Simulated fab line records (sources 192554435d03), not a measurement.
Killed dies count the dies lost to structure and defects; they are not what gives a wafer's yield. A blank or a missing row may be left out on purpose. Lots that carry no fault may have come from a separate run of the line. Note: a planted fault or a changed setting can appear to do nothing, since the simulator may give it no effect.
Code-filled problem report in 8D (eight disciplines) form + flow n5 finfet + the parts of the form that need people (team, actions taken, sign-off) are left out

== 1. THE PROBLEM ==
At N5_SD_EPI_N_COAT_32, run length s averages 45.91 s over 2 wafers from 2 lots, while fault-free wafers read 66.31 s, standard deviation 0.14. So: -99 or more standard deviations from the usual mean.
The step: time 60 s, resist thk 350 nm.
First seen on wafer L895.1, day 7 06:34, on litho track-03. At this step, 30 wafers from 10 lots have a number in the record. Rule for "out" (also "out of limits"): further than 4 standard deviations from the usual mean. Any other wafer with a number is counted as sound.

== 2. WHAT IT IS; WHAT IT IS NOT ==
| question                    | is                                 | is not                                                              |
|-----------------------------|------------------------------------|---------------------------------------------------------------------|
| which readings at this step | run length s, heater power total W | -                                                                   |
| which lots                  | L895, L897                         | L879, L881, L882, L883, L884, L885, L888, L890                      |
| which wafers of those lots  | L895.1, L897.1                     | L895.3, L895.6, L897.3, L897.6                                      |
| read on which tools         | litho track-03                     | litho track-02, litho track-05                                      |
| when                        | from day 7 06:34                   | up to then (26 sound wafers); but 2 sound wafers of L897 came after |

== 3. WHAT RULES OUT EACH SUSPECT ==
Counting: any tool at a process step up to the reading remains a suspect provided it ran every lot that is out. Sound lots after the first of them don't rule it out here, since some wafers of a struck lot are sound.
- rie diel-06 at N5_DUMMY_GATE_STRIP_41 (strips in O2): kept. It ran every lot that is out, first L895 (day 7 04:56); its last sound lot up to then is L890 (day 6 03:51).
- litho track-03 at N5_SD_EPI_N_COAT_32 (time 60 s, resist thk 350 nm): kept. It ran every lot that is out, first L895 (day 7 06:34); its last sound lot up to then is L881 (day 3 20:07). Out on those wafers are its own readings of heater power total W, run length s.
What counting leaves: rie diel-06 at N5_DUMMY_GATE_STRIP_41 and litho track-03 at N5_SD_EPI_N_COAT_32.

== 4. THE CAUSE (what the simulator had put in) ==
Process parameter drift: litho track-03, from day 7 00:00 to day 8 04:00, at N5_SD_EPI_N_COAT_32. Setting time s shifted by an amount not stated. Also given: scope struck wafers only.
Of the 2 suspects that counting leaves, this tool is one.

== 5. THE EFFECT CHAIN, in route order ==
One row per reading whose mean, taken over the struck wafers that have a number, lies over 3 standard deviations from the usual. Only readings whose record carries a usual standard deviation are examined. hours: median over the lots of the time between each lot's start at the first step of this table that gives one and its start at this step. sigmas: the change, counted in usual standard deviations.
| hours | step                | reading              | usual   | on struck wafers | change | sigmas      |
|-------|---------------------|----------------------|---------|------------------|--------|-------------|
| 0     | N5_SD_EPI_N_COAT_32 | heater power total W | 500.5 W | 645.5            | +145.0 | +85         |
| 0     | N5_SD_EPI_N_COAT_32 | run length s         | 66.31 s | 45.91            | -20.40 | -99 or more |
Its process steps:
- N5_SD_EPI_N_COAT_32: time 60 s, resist thk 350 nm.
Later steps that measure or inspect, where all struck wafers having a row at the step show a number for every such reading and not one has moved that far: N5_SD_EPI_N_OVL_MEAS_10, N5_BEOL_M4_RC_MEAS_101.

== 6. WHAT WOULD HAVE CAUGHT IT SOONER ==
7 hours passed between the start of the fault at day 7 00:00 and the first reading out of limits in this record, taken at day 7 06:34.
